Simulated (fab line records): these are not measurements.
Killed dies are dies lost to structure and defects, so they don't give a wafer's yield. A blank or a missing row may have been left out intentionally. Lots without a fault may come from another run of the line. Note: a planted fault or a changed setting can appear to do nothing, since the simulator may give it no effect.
Chamber matching    flow n5_finfet    N5_BEOL_M0_ALD_136 on ald_metal-02 has 4 sister chambers
The step deposits TaN, pulse time 2 s, purge time 3 s, co reactant purge time 2 s. 8 wafers are shown with their chamber, then 12 later ones without.

## EACH WAFER AND ITS CHAMBER
wafer   chamber  heater_power_w (W)
L084.5  2        487
L087.5  2        485
L087.6  1        528
L090.2  3        490
L090.5  0        381
L093.3  3        492
L093.5  1        540
L093.6  0        383

## WAFERS WHOSE CHAMBER IS MISSING
wafer   heater_power_w (W)
L094.2  502
L094.3  499
L094.5  484
L095.1  379
L095.4  521
L095.6  483
L096.2  491
L096.4  532
L096.5  378
L091.3  521
L091.4  513
L091.5  373

## THE CHAMBER EACH PASSED THROUGH
wafer   from the rows above           in truth
L094.2  can't be placed: 3 or 2       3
L094.3  can't be placed: 3 or 2       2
L094.5  can't be placed: 2 or 3       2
L095.1  0                             0
L095.4  1                             1
L095.6  can't be placed: 2 or 3       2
L096.2  can't be placed: 3 or 2       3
L096.4  1                             1
L096.5  0                             0
L091.3  1                             1
L091.4  can't be placed: 1 or 3 or 2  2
L091.5  0                             0
Correctly placed: 6 of 12. Can't be placed from these rows: 6 (the true chamber is among the candidates in 6). 0 placed wrongly.
How it was worked out, from the rows above alone: a wafer's distance from a chamber is the root of the sum, over the readings, of the square of ((its reading less the chamber's mean) divided by the reading's scatter). The wafer belongs to the nearest chamber; if the next one is less than 2 further off, it can't be placed. The mean given for a chamber averages the wafers shown for that chamber. The scatter: take each reading less its chamber's mean, square it, sum over the shown wafers, divide by the number of wafers less the number of chambers, and take the root.
